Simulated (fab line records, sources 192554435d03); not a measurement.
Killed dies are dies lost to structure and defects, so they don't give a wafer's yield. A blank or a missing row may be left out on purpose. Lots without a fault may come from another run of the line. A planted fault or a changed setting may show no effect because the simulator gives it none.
Which tool did it? | flow n5_finfet | 24 lots, 72 wafers sampled, at 4 steps of a route of 1938

WHAT THE GAUGES READ, wafer by wafer
N5_START_INSPECT_01: inspects for defects (unpatterned scan). Usual: raw_defect_count 6, standard deviation 3.8.
lot  | measured    | on                | raw_defect_count | flag
L074 | day 1 12:02 | defect_inspect-01 | 5 6 3            |
L075 | day 1 18:02 | defect_inspect-02 | 6 6 6            |
L076 | day 2 00:02 | defect_inspect-02 | 5 5 5            |
L077 | day 2 06:02 | defect_inspect-01 | 3 8 3            |
L078 | day 2 12:02 | defect_inspect-02 | 8 4 6            |
L079 | day 2 18:02 | defect_inspect-02 | 6 8 4            |
L080 | day 3 00:02 | defect_inspect-02 | 2 2 3            |
L081 | day 3 06:02 | defect_inspect-02 | 6 8 5            |
L082 | day 3 12:02 | defect_inspect-01 | 4 3 4            |
L083 | day 3 18:02 | defect_inspect-02 | 4 10 24          |
L084 | day 4 00:02 | defect_inspect-02 | 4 10 5           |
L085 | day 4 06:02 | defect_inspect-01 | 6 9 5            |
L086 | day 4 12:02 | defect_inspect-01 | 6 6 6            |
L087 | day 4 18:02 | defect_inspect-01 | 12 9 6           |
L088 | day 5 00:02 | defect_inspect-02 | 5 6 8            |
L089 | day 5 06:02 | defect_inspect-01 | 7 3 2            |
L090 | day 5 12:02 | defect_inspect-01 | 5 4 4            |
L091 | day 5 18:02 | defect_inspect-02 | 5 10 4           |
L092 | day 6 00:02 | defect_inspect-02 | 8 6 4            |
L093 | day 6 06:02 | defect_inspect-01 | 8 6 4            |
L094 | day 6 12:02 | defect_inspect-01 | 9 3 4            |
L095 | day 6 18:02 | defect_inspect-02 | 3 5 5            |
L096 | day 7 00:02 | defect_inspect-02 | 5 2 9            |
L097 | day 7 06:02 | defect_inspect-02 | 3 5 7            |

N5_WELL_APT_OVL_MEAS_26. Usual: PWELL_OVL -1 nm, standard deviation 5.7.
lot  | measured    | on         | PWELL_OVL (nm) | flag
L074 | day 1 14:53 | overlay-01 | -2 -1 -2       |
L075 | day 1 20:59 | overlay-01 | -1 -1 -5       |
L076 | day 2 02:50 | overlay-02 | -3 -2 -5       |
L077 | day 2 09:04 | overlay-02 | -10 -1 -6      |
L078 | day 2 14:53 | overlay-02 | -4 1 -6        |
L079 | day 2 21:25 | overlay-01 | 1 -2 -5        |
L080 | day 3 03:06 | overlay-02 | -4 -7 -7       |
L081 | day 3 09:05 | overlay-02 | -8 -5 -7       |
L082 | day 3 14:50 | overlay-01 | 7 10 16        |
L083 | day 3 21:17 | overlay-02 | 7 7 4          |
L084 | day 4 03:27 | overlay-01 | 1 -2 -6        |
L085 | day 4 09:14 | overlay-02 | -2 5 5         |
L086 | day 4 14:51 | overlay-02 | 0 6 8          |
L087 | day 4 21:04 | overlay-02 | 4 8 1          |
L088 | day 5 02:52 | overlay-01 | 1 -2 5         |
L089 | day 5 08:56 | overlay-01 | 8 2 1          |
L090 | day 5 14:50 | overlay-01 | 0 -6 -6        |
L091 | day 5 20:59 | overlay-02 | -11 -15 -9     |
L092 | day 6 03:02 | overlay-01 | 7 6 1          |
L093 | day 6 08:47 | overlay-02 | -1 2 -8        |
L094 | day 6 14:55 | overlay-02 | 4 1 3          |
L095 | day 6 21:21 | overlay-02 | -5 -6 -5       |
L096 | day 7 03:05 | overlay-01 | 4 0 4          |
L097 | day 7 09:06 | overlay-01 | -4 0 -2        |

WHICH TOOL RAN EACH LOT (tool, then ch and the chambers of the sampled wafers, then the start)
lot  | N5_ZERO_LAYER_ETCH_18           | N5_WELL_APT_DESCUM_13
L074 | rie_si-01 ch 0,1,2, day 1 12:47 | rie_diel-04 ch 0,2,3, day 1 13:41
L075 | rie_si-01 ch 1,2,3, day 1 18:47 | rie_diel-04 ch 1,2,3, day 1 19:46
L076 | rie_si-06 ch 1,2, day 2 00:47   | rie_diel-03 ch 1,2,3, day 2 01:39
L077 | rie_si-03 ch 0,1, day 2 06:55   | rie_diel-03 ch 0,2,3, day 2 08:00
L078 | rie_si-06 ch 0,1,3, day 2 12:49 | rie_diel-04 ch 0,2,3, day 2 13:47
L079 | rie_si-01 ch 0,1,2, day 2 19:10 | rie_diel-04 ch 0,2,3, day 2 20:20
L080 | rie_si-03 ch 1,2,3, day 3 00:55 | rie_diel-03 ch 1,2, day 3 02:01
L081 | rie_si-01 ch 0,1,3, day 3 06:55 | rie_diel-04 ch 1,2, day 3 07:53
L082 | rie_si-03 ch 0,2,3, day 3 12:48 | rie_diel-04 ch 1,2, day 3 13:47
L083 | rie_si-01 ch 0,1,3, day 3 18:47 | rie_diel-03 ch 0,1, day 3 20:14
L084 | rie_si-03 ch 0,1,2, day 4 00:55 | rie_diel-03 ch 1,2, day 4 02:23
L085 | rie_si-01 ch 0,1,2, day 4 06:59 | rie_diel-03 ch 0,2, day 4 08:08
L086 | rie_si-03 ch 0,1,2, day 4 12:55 | rie_diel-03 ch 0,3, day 4 13:46
L087 | rie_si-03 ch 0,2,3, day 4 18:56 | rie_diel-01 ch 1,3, day 4 20:00
L088 | rie_si-06 ch 0,1,3, day 5 00:49 | rie_diel-04 ch 0,2, day 5 01:49
L089 | rie_si-01 ch 1,2,3, day 5 06:47 | rie_diel-01 ch 0,1,2, day 5 07:50
L090 | rie_si-01 ch 0,1,3, day 5 12:47 | rie_diel-03 ch 1,2,3, day 5 13:39
L091 | rie_si-01 ch 0,2,3, day 5 18:55 | rie_diel-01 ch 0,3, day 5 19:55
L092 | rie_si-01 ch 1,2,3, day 6 00:47 | rie_diel-01 ch 0,1,2, day 6 01:50
L093 | rie_si-03 ch 0,2,3, day 6 06:47 | rie_diel-03 ch 0,2, day 6 07:43
L094 | rie_si-06 ch 0,1,2, day 6 12:52 | rie_diel-01 ch 0,2, day 6 13:44
L095 | rie_si-01 ch 1,2,3, day 6 18:55 | rie_diel-01 ch 0,2,3, day 6 20:08
L096 | rie_si-01 ch 0,3, day 7 00:55   | rie_diel-03 ch 0,2,3, day 7 01:54
L097 | rie_si-06 ch 0,1,2, day 7 06:55 | rie_diel-03 ch 0,2, day 7 07:58
- N5_ZERO_LAYER_ETCH_18: etches Si in HBr/Cl2, target depth 120 nm, time 40 s.
- N5_WELL_APT_DESCUM_13: chemistry O2, time 7.9 s.

WHAT THE TOOLS THEMSELVES READ (means of the sampled wafers that have a number; where no wafer has one, the mark that the record gives instead)
N5_ZERO_LAYER_ETCH_18. Usual: drypump_motor_current_A 5.7 A, standard deviation 0.52; oes_product_au 1.000 a.u., standard deviation 0.019; throttle_valve_pct 36.21 %, standard deviation 0.28.
lot  | tool      | drypump_motor_current_A (A) | oes_product_au (a.u.) | throttle_valve_pct (%) | flag
L074 | rie_si-01 | 5.8                         | 1.010                 | 36.10                  |
L075 | rie_si-01 | 5.8                         | 1.020                 | 36.31                  |
L076 | rie_si-06 | 5.7                         | 0.983                 | 36.34                  |
L077 | rie_si-03 | 6.1                         | 0.986                 | 36.26                  |
L078 | rie_si-06 | 5.4                         | 0.994                 | 36.49                  |
L079 | rie_si-01 | 5.8                         | 1.010                 | 36.12                  |
L080 | rie_si-03 | 6.0                         | 0.997                 | 36.13                  |
L081 | rie_si-01 | 5.3                         | 1.004                 | 36.07                  |
L082 | rie_si-03 | 5.9                         | 0.999                 | 36.04                  |
L083 | rie_si-01 | 5.3                         | 0.998                 | 36.06                  |
L084 | rie_si-03 | 6.0                         | 0.988                 | 36.16                  |
L085 | rie_si-01 | 5.8                         | 1.008                 | 36.11                  |
L086 | rie_si-03 | 6.0                         | 0.987                 | 36.15                  |
L087 | rie_si-03 | 5.9                         | 0.999                 | 36.04                  |
L088 | rie_si-06 | 5.4                         | 0.986                 | 36.49                  |
L089 | rie_si-01 | 5.8                         | 1.016                 | 36.32                  |
L090 | rie_si-01 | 5.3                         | 1.001                 | 36.06                  |
L091 | rie_si-01 | 5.6                         | 1.005                 | 36.12                  |
L092 | rie_si-01 | 5.8                         | 1.017                 | 36.31                  |
L093 | rie_si-03 | 5.9                         | 0.999                 | 36.04                  |
L094 | rie_si-06 | 5.9                         | 0.996                 | 36.45                  |
L095 | rie_si-01 | 5.8                         | 1.013                 | 36.32                  |
L096 | rie_si-01 | 5.1                         | 0.991                 | 36.07                  |
L097 | rie_si-06 | 5.8                         | 0.992                 | 36.45                  |

N5_WELL_APT_DESCUM_13. Usual: drypump_motor_current_A 5.7 A, standard deviation 0.38; oes_product_au 0.77 a.u., standard deviation 0.079; rf_vpp_V 243.0 V, standard deviation 1.5; showerhead_plenum_p_Torr 2.09 Torr, standard deviation 0.077; throttle_valve_pct 20.51 %, standard deviation 0.24.
lot  | tool        | drypump_motor_current_A (A) | oes_product_au (a.u.) | rf_vpp_V (V) | showerhead_plenum_p_Torr (Torr) | throttle_valve_pct (%) | flag
L074 | rie_diel-04 | 5.6                         | 0.82                  | 244.3        | 2.07                            | 20.50                  |
L075 | rie_diel-04 | 5.8                         | 0.72                  | 241.9        | 2.04                            | 20.70                  |
L076 | rie_diel-03 | 5.9                         | 0.78                  | 243.5        | 2.10                            | 20.52                  |
L077 | rie_diel-03 | 5.5                         | 0.77                  | 242.9        | 2.10                            | 20.62                  |
L078 | rie_diel-04 | 5.6                         | 0.81                  | 243.0        | 2.07                            | 20.51                  |
L079 | rie_diel-04 | 5.6                         | 0.81                  | 241.9        | 2.07                            | 20.52                  |
L080 | rie_diel-03 | 6.1                         | 0.74                  | 243.8        | 2.11                            | 20.44                  |
L081 | rie_diel-04 | 5.8                         | 0.85                  | 245.1        | 2.19                            | 20.54                  |
L082 | rie_diel-04 | 6.0                         | 0.88                  | 244.9        | 2.20                            | 20.41                  |
L083 | rie_diel-03 | 5.9                         | 0.69                  | 242.7        | 2.06                            | 20.38                  |
L084 | rie_diel-03 | 6.1                         | 0.73                  | 243.2        | 2.11                            | 20.45                  |
L085 | rie_diel-03 | 5.2                         | 0.72                  | 243.7        | 2.11                            | 20.65                  |
L086 | rie_diel-03 | 5.4                         | 0.72                  | 242.1        | 2.04                            | 20.57                  |
L087 | rie_diel-01 | 5.8                         | 0.77                  | 241.6        | 2.05                            | 20.55                  |
L088 | rie_diel-04 | 5.6                         | 0.82                  | 244.0        | 2.13                            | 20.49                  |
L089 | rie_diel-01 | 6.1                         | 0.76                  | 242.6        | 2.07                            | 20.31                  |
L090 | rie_diel-03 | 5.9                         | 0.75                  | 242.8        | 2.09                            | 20.57                  |
L091 | rie_diel-01 | 5.8                         | 0.81                  | 242.3        | 2.03                            | 20.45                  |
L092 | rie_diel-01 | 6.1                         | 0.76                  | 242.2        | 2.07                            | 20.31                  |
L093 | rie_diel-03 | 5.4                         | 0.74                  | 243.0        | 2.15                            | 20.74                  |
L094 | rie_diel-01 | 6.1                         | 0.80                  | 242.8        | 2.06                            | 20.21                  |
L095 | rie_diel-01 | 6.0                         | 0.78                  | 241.5        | 2.05                            | 20.36                  |
L096 | rie_diel-03 | 5.5                         | 0.74                  | 243.5        | 2.09                            | 20.68                  |
L097 | rie_diel-03 | 5.4                         | 0.74                  | 244.0        | 2.15                            | 20.74                  |

THE ANSWER, worked out from the rows above alone
Rule: a lot is off if the mean of its wafers that have a number lies more than 3 standard deviations from the usual mean. A lot without any number at a reading at which 4 lots or more have one is off too. The other lots that the step has rows for count as sound. The gauges are gone through in route order, then the tools' own readings, and for those a lot's mean is taken as printed above. The first step at which some lot is off is used, and at that step the reading that is off furthest; a lot without a number counts as furthest.
No lot is off at any reading shown: from this, nothing can be told.

WHAT THE SIMULATOR HAD PUT IN
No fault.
